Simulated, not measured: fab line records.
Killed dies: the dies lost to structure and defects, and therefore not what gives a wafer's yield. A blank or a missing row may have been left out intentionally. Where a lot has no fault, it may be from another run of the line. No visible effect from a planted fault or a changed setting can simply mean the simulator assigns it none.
Chamber matching -- flow n5_finfet -- 4 sister chambers for N5_BEOL_M3_STRIP_36 on rie_diel-03
The step strips in N2/H2. 7 wafers are shown with their chamber, then 7 later ones without.

== WAFERS PAIRED WITH THEIR CHAMBERS ==
wafer,chamber,throttle_valve_pct (%),showerhead_plenum_p_Torr (Torr)
L079.4,2,23.54,2.58
L082.2,0,24.21,2.52
L087.1,3,23.41,2.66
L087.2,2,23.58,2.57
L087.3,1,23.74,2.61
L089.4,3,23.43,2.66
L089.5,1,23.74,2.61

== WAFERS WHOSE CHAMBER IS MISSING ==
wafer,throttle_valve_pct (%),showerhead_plenum_p_Torr (Torr)
L089.6,23.56,2.57
L090.1,24.22,2.52
L090.2,23.74,2.61
L090.3,23.45,2.65
L097.2,23.58,2.56
L097.3,24.25,2.51
L097.5,23.45,2.65

== THE CHAMBER EACH PASSED THROUGH ==
wafer,from the rows above,in truth
L089.6,2,2
L090.1,0,0
L090.2,1,1
L090.3,3,3
L097.2,2,2
L097.3,0,0
L097.5,3,3
Correct placement for 7 of the 7. Not placeable from these rows: 0. Wrongly placed: 0.
How it was worked out, from the rows above alone: a wafer's distance from a chamber is the root of the sum, over the readings, of the square of ((its reading less the chamber's mean) divided by the reading's scatter). The wafer belongs to the nearest chamber; if the next one is less than 2 further off, it can't be placed. A chamber's mean is the mean of its shown wafers. The scatter is the square root of a quotient: the sum, over the shown wafers, of each reading's squared deviation from its chamber's mean, divided by wafers minus chambers.
